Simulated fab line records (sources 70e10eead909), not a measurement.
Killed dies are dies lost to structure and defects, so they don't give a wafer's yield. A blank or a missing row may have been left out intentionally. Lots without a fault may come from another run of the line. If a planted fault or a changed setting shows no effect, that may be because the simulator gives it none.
Comparing a struck lot with a sound one :: flow nand harc :: 42 steps out of a route of 1302
Sound: wafers L616.2, L616.3, L616.6. The struck wafers were L622.1, L622.2, L622.3. At the end, the cause is stated.
Order at every step that has rows: each side's tool, ch and its chambers, its first start. Under that, the readings that differ: sound wafers :: struck wafers :: difference of the means :: sigmas: that difference in standard deviations of wafers without a fault.
alike: a reading whose means differ by less than 2 such deviations, as well as words and numbers matching on both sides. not compared: withheld readings; readings where some wafer has no value; bounds like >300 that might hide an equal value; numbers whose values overlap and for which the record gives no deviation.
Wherever a step has rows on one side only, a row that says differs or no value, or a row with sigmas, the two part there. Non-overlapping numbers with no deviation appear without sigmas and do not part them. A reading missing from all wafers of one side parts the sides only when that side holds two or more wafers.

first, 1 step without rows for these wafers: NHARC_A_M1_DEVELOP_08 (develop time 35 s).
NHARC_A_M1_CD_MEAS_09: the cd target is 120 nm.
  sound on cd sem-03 ch 0, day 27 04:03; struck on cd sem-01 ch 0, day 29 07:17
  alike: cd nm
NHARC_A_M1_OVL_MEAS_10: pitch 240 nm.
  sound on overlay-02, day 27 04:08; struck on overlay-02, day 29 07:22
  alike: overlay x nm, overlay y nm
NHARC_A_M1_INSPECT_11:
  sound on defect inspect-02, day 27 04:11; struck on defect inspect-02, day 29 07:25
  alike: raw defect count
then, 3 steps without rows for these wafers: NHARC_A_M1_DESCUM_14 (chemistry O2, time 3 s); NHARC_A_M1_ETCH_35 (etches the open film in N2/H2, target depth 40 nm, overetch 12 nm, time 43.94 s); NHARC_A_M1_ETCH_15 (etches the open film in C4F8/Ar, target depth 182.5 nm, time 91.2 s).
NHARC_A_M1_CD_MEAS_16:
  sound on cd sem-03, day 27 04:32; struck on cd sem-02, day 29 07:47
  alike: cd nm
NHARC_A_M1_STRIP_18: strips in N2/H2.
  sound on rie diel-01 ch 0,1,2, day 27 04:37; struck on rie diel-01 ch 0,1,3, day 29 07:53
  alike: drypump motor current A, mfc ar sccm, oes product au, power w, rf vpp V, showerhead plenum p Torr, throttle valve pct
  not compared: rf hours counter h
then, 3 steps without rows for these wafers: NHARC_A_M1_ETCH_28 (etches the open film in CF4/N2, target depth 30 nm, time 72.99 s); NHARC_A_M1_STRIP_19 (strips in post etch residue remover, time 600 s); NHARC_A_M1_DEGAS_29 (time 60 s).
NHARC_A_M1_PRE_CLEAN_30: time 30 s.
  sound on pvd sputter-01, day 27 05:22; struck on pvd sputter-01, day 29 08:33
  alike: heater power w
then, 1 step without rows for these wafers: NHARC_A_M1_PVD_20 (deposits TaN, target thk 5 nm, time 8.06 s).
NHARC_A_M1_PVD_21: deposits Cu, target thk 30 nm, time 20.49 s.
  sound on pvd sputter-01; struck on pvd sputter-01
  alike: throttle valve pct
then, 3 steps without rows for these wafers: NHARC_A_M1_ECD_22 (material Cu, target thk 400 nm); NHARC_A_M1_ANNEAL_31 (time 90 s); NHARC_A_M1_CMP_23 (polishes, t overpolish 20 s, target thk 154.34 nm).
NHARC_A_M1_THK_MEAS_24: measures by xrf.
  sound on film metro-01, day 27 06:44; struck on film metro-01, day 29 09:53
  alike: thk nm
next, for these wafers, 1 step has no rows: NHARC_A_M1_SRD_25.
NHARC_A_M1_PRE_CLEAN_32: time 12 s.
  sound on pecvd-01 ch 0,1,2, day 27 06:58; struck on pecvd-03 ch 0,1,2, day 29 10:06
  alike: heater power w
then, 1 step without rows for these wafers: NHARC_A_M1_DEP_33 (deposits SiCN, target thk 30 nm).
NHARC_A_BONDPAD_DEP_00: deposits SiCN, target thk 250 nm.
  sound on pecvd-02 ch 0,2, day 27 07:39; struck on pecvd-03 ch 0,1,2
  alike: heater power w, showerhead vpp V
then, 1 step without rows for these wafers: NHARC_A_BONDPAD_CMP_29 (polishes SiCN, target thk 200 nm).
NHARC_A_BONDPAD_THK_MEAS_30: measures by ellipsometry.
  sound on film metro-01, day 27 08:16; struck on film metro-01, day 29 11:23
  alike: thk nm
then, 10 steps without rows for these wafers: NHARC_A_BONDPAD_SRD_31; NHARC_A_BONDPAD_DEHYDRATE_01 (time 120 s); NHARC_A_BONDPAD_HMDS_02 (time 30 s); NHARC_A_BONDPAD_COAT_33 (time 65 s); NHARC_A_BONDPAD_COAT_03 (resist thk 600 nm); NHARC_A_BONDPAD_SOFTBAKE_04 (time 70 s); NHARC_A_BONDPAD_EBR_05; NHARC_A_BONDPAD_EXPOSE_06 (exposes mask A BPAD); NHARC_A_BONDPAD_PEB_07 (peb time 80 s); NHARC_A_BONDPAD_DEVELOP_08 (time 50 s).
NHARC_A_BONDPAD_CD_MEAS_09: the cd target is 500 nm.
  sound on cd sem-03 ch 0, day 27 08:42; struck on cd sem-01 ch 0, day 29 11:57
  alike: cd nm
NHARC_A_BONDPAD_OVL_MEAS_35:
  sound on overlay-02, day 27 08:47; struck on overlay-01, day 29 12:02
  alike: overlay x nm, overlay y nm
then, 2 steps without rows for these wafers: NHARC_A_BONDPAD_HARDBAKE_10 (time 65 s); NHARC_A_BONDPAD_DESCUM_11 (chemistry O2, time 3 s).
NHARC_A_BONDPAD_ETCH_34: etches the open film in N2/H2, target depth 60 nm, overetch 18 nm, time 65.91 s.
  sound on rie diel-05 ch 1,2, day 27 09:01; struck on rie diel-05 ch 1,2,3, day 29 12:14
  alike: drypump motor current A, mfc ar sccm, oes product au, rf vpp V, showerhead plenum p Torr, throttle valve pct
  not compared: rf hours counter h
NHARC_THIN_TSV_GRIND_00:
  sound on grinder-01 ch 0, day 27 21:22; struck on grinder-01 ch 0, day 30 01:34
reading: hold
sound: - - -
struck: await dispo/2.8h/release await dispo/2.8h/release await dispo/2.8h/release
difference: no value on the sound wafers
sigmas: 
  alike: head pressure psi, motor current A
NHARC_END_SORT_01:
  sound on prober-02 ch 0, day 28 18:30; struck on prober-01 ch 0, day 31 01:01
reading: hold
sound: - - -
struck: await dispo/6.1h/release await dispo/6.1h/release await dispo/6.1h/release
difference: no value on the sound wafers
sigmas: 
  alike: defect limited yield, killed at array, killed at other, killed at periphery, killed dies, killed open, killed short

## WHERE THEY PART
Earliest at NHARC_THIN_TSV_GRIND_00; latest, in this record, at NHARC_END_SORT_01.

WHY: the cause the simulator had injected
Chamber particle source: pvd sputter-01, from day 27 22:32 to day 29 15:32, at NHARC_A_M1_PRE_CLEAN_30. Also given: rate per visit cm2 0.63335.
